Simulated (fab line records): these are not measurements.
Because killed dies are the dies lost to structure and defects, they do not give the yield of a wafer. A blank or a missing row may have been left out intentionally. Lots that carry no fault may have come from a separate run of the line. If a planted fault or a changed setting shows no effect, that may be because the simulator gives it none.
Which of the tools did it? -- flow n5Finfet -- 10 lots with 28 wafers sampled at 4 steps, on a route of 1938 steps

== WHAT THE GAUGES SHOWED, per wafer ==
N5_BEOL_M4_RC_MEAS_101. Usual: DIBL_N 36.0 mV/V, standard deviation 1.6; DIBL_P 36.1 mV/V, standard deviation 2; IOFF_N 0.160 nA/um, standard deviation 0.029; IOFF_P 0.21 nA/um, standard deviation 0.039; ION_N 675 uA/um, standard deviation 13; ION_P 464 uA/um, standard deviation 8.8; SS_N 71.5 mV/dec, standard deviation 0.58; SS_P 73.3 mV/dec, standard deviation 0.65; VT_N 250 mV, standard deviation 3.3; VT_P -249 mV, standard deviation 3.6.
lot,measured,on,DIBL_N (mV/V),DIBL_P (mV/V),IOFF_N (nA/um),IOFF_P (nA/um),ION_N (uA/um),ION_P (uA/um),SS_N (mV/dec),SS_P (mV/dec),VT_N (mV),VT_P (mV),flag
L332,day 7 20:04,prober-02,37.4 35.6 36.4,36.9 34.9 33.6,0.164 0.128 0.141,0.21 0.19 0.17,676 659 662,456 454 449,72.0 71.5 71.6,73.4 73.0 72.7,247 251 254,-252 -253 -255,
L336,day 8 23:21,prober-02,33.7 32.2 35.7,35.3 33.5 37.8,0.146 0.118 0.175,0.19 0.17 0.23,678 675 678,463 466 463,71.2 70.8 70.7,73.1 72.7 73.7,250 253 247,-252 -250 -249,
L337,day 9 12:39,prober-02,38.0 36.7 37.5,36.8 35.3 37.1,0.166 0.154 0.152,0.23 0.22 0.23,681 677 670,471 465 465,71.6 70.8 72.2,73.6 73.0 73.3,250 250 252,-248 -249 -247,
L342,day 10 18:33,prober-02,39.1 36.3,39.4 36.7,0.227 0.166,0.29 0.23,681 679,466 463,73.4 72.5,73.5 72.7,244 248,-244 -246,
L343,day 10 20:14,prober-01,38.9 38.3,40.7 39.9,0.232 0.210,0.32 0.31,697 696,482 487,72.8 71.8,74.6 74.6,244 245,-243 -243,
L346,day 11 04:11,prober-02,34.7 35.0 34.6,34.2 33.5 34.1,0.134 0.135 0.135,0.21 0.19 0.20,668 665 664,469 457 463,71.9 71.2 70.7,72.6 72.5 72.9,251 252 251,-248 -252 -251,
L349,day 12 04:14,prober-01,37.1 35.7 34.8,38.1 36.5 35.1,0.203 0.154 0.144,0.22 0.20 0.18,685 661 670,463 463 455,71.5 71.4 70.7,73.6 73.8 72.9,245 248 250,-248 -248 -253,
L351,day 13 09:56,prober-01,34.8 36.2 36.8,34.0 35.5 35.9,0.146 0.154 0.174,0.17 0.20 0.21,687 681 699,463 469 468,70.9 71.5 71.2,72.3 73.7 73.0,247 248 247,-252 -250 -250,
L352,day 13 13:07,prober-02,35.4 36.8 38.6,35.1 36.5 39.2,0.146 0.159 0.210,0.20 0.22 0.27,695 675 706,478 466 479,71.2 71.7 72.0,72.2 73.2 74.0,249 251 247,-251 -248 -247,
L354,day 13 15:26,prober-02,34.6 35.0 37.1,33.6 35.3 37.7,0.128 0.139 0.180,0.19 0.21 0.25,664 657 682,462 458 465,70.7 71.5 71.9,72.0 72.9 74.1,253 253 247,-247 -251 -247,

N5_BEOL_M9_OCD_MEAS_38. Usual: trenchDepthNm 149.9 nm, standard deviation 2.5.
lot,measured,on,trenchDepthNm (nm),flag
L332,day 9 14:29,ocd-01,145.9 149.4 151.2,
L336,day 10 14:27,ocd-02,151.0 151.6 147.3,
L337,day 11 11:31,ocd-01,147.1 152.6 153.6,
L342,day 12 21:19,ocd-02,122.1 135.2,OFF
L343,day 13 02:31,ocd-01,151.9 108.7,OFF
L346,day 13 05:11,ocd-01,117.5 150.1 145.9,OFF
L349,day 14 01:50,ocd-02,152.5 147.4 150.2,
L351,day 15 03:18,ocd-02,150.2 145.5 150.8,
L352,day 15 07:44,ocd-01,147.3 153.5 146.8,
L354,day 15 18:24,ocd-01,147.3 149.3 148.8,

== WHAT TOOL EACH LOT RAN ON (gives the tool, then ch and the chambers of the sampled wafers, and finally the start) ==
lot,N5_BEOL_M9_HM_DEP_02,N5_BEOL_M9_STRIP_67
L332,"pvdSputter-01, day 9 11:31","rieDiel-02 ch 0,2,3, day 9 12:12"
L336,"pvdSputter-01, day 10 12:22","rieDiel-05 ch 1,2,3, day 10 13:10"
L337,"pvdSputter-01, day 11 05:13","rieDiel-02 ch 1,3, day 11 05:54"
L342,"pvdSputter-01, day 12 17:37","rieDiel-05 ch 1,2, day 12 18:28"
L343,"pvdSputter-01, day 13 00:07","rieDiel-05 ch 2,3, day 13 00:48"
L346,"pvdSputter-01, day 13 02:37","rieDiel-05 ch 0,2,3, day 13 03:39"
L349,"pvdSputter-03, day 13 20:53","rieDiel-02 ch 2,3, day 13 21:42"
L351,"pvdSputter-03, day 15 01:20","rieDiel-01 ch 1,2,3, day 15 02:08"
L352,"pvdSputter-02, day 15 04:01","rieDiel-05 ch 0,1,2, day 15 05:10"
L354,"pvdSputter-02, day 15 14:38","rieDiel-02 ch 1,2, day 15 15:28"
- N5_BEOL_M9_HM_DEP_02: deposits TiN, target thk 20 nm.
- N5_BEOL_M9_STRIP_67: strips in CF4.

== WHAT THE TOOLS THEMSELVES READ (means of the sampled wafers that have a number; where no wafer has one, the mark that the record gives instead) ==
N5_BEOL_M9_HM_DEP_02. Usual: throttleValvePct 30.1 %, standard deviation 0.64.
lot,tool,throttleValvePct (%),flag
L332,pvdSputter-01,30.0,
L336,pvdSputter-01,29.9,
L337,pvdSputter-01,29.9,
L342,pvdSputter-01,29.8,
L343,pvdSputter-01,30.2,
L346,pvdSputter-01,29.9,
L349,pvdSputter-03,30.0,
L351,pvdSputter-03,30.5,
L352,pvdSputter-02,30.4,
L354,pvdSputter-02,30.0,

N5_BEOL_M9_STRIP_67. Usual: drypumpMotorCurrentA 5.8 A, standard deviation 0.35; oesProductAu 0.74 a.u., standard deviation 0.065; rfVppV 271.2 V, standard deviation 1.6; showerheadPlenumPTorr 1.79 Torr, standard deviation 0.059; throttleValvePct 13.69 %, standard deviation 0.19.
lot,tool,drypumpMotorCurrentA (A),oesProductAu (a.u.),rfVppV (V),showerheadPlenumPTorr (Torr),throttleValvePct (%),flag
L332,rieDiel-02,5.5,0.72,271.0,1.76,13.62,
L336,rieDiel-05,5.6,0.71,271.4,1.79,13.77,
L337,rieDiel-02,6.0,0.70,271.3,1.75,13.74,
L342,rieDiel-05,5.7,0.70,270.2,1.77,13.86,
L343,rieDiel-05,5.6,0.70,270.9,1.83,13.70,
L346,rieDiel-05,5.7,0.73,272.4,1.84,13.68,
L349,rieDiel-02,5.6,0.69,270.0,1.72,13.72,
L351,rieDiel-01,5.8,0.74,270.3,1.79,13.73,
L352,rieDiel-05,5.7,0.81,271.0,1.80,13.61,
L354,rieDiel-02,5.4,0.70,271.0,1.80,13.69,

== THE ANSWER, worked out from the rows above alone ==
Rule: a lot is off if the mean of its wafers that have a number lies more than 3 standard deviations from the usual mean. A lot without any number at a reading at which 4 lots or more have one is off too. Where the step has rows for the other lots, those lots are counted as sound. First the gauges in route order, then the tools' own readings, where a lot's mean is used as printed above. The first step at which some lot is off is used, and at that step the reading that is off furthest; a lot without a number counts as furthest.
Off: L342, L343, L346, at N5_BEOL_M9_OCD_MEAS_38 (trenchDepthNm).
If a tool, at a process step before that reading, ran all the lots that are off and no sound lot after the first of them, it fits. The gauges at N5_BEOL_M9_OCD_MEAS_38 are tried like those tools. One fits: pvdSputter-01 at N5_BEOL_M9_HM_DEP_02. Its last sound lot is L337 (day 11 05:13), its first lot that is off L342 (day 12 17:37): a fault that began between those two fits.

== WHAT THE SIMULATOR PUT IN ==
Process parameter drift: pvdSputter-01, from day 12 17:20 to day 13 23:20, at N5_BEOL_M9_HM_DEP_02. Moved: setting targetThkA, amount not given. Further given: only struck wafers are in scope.
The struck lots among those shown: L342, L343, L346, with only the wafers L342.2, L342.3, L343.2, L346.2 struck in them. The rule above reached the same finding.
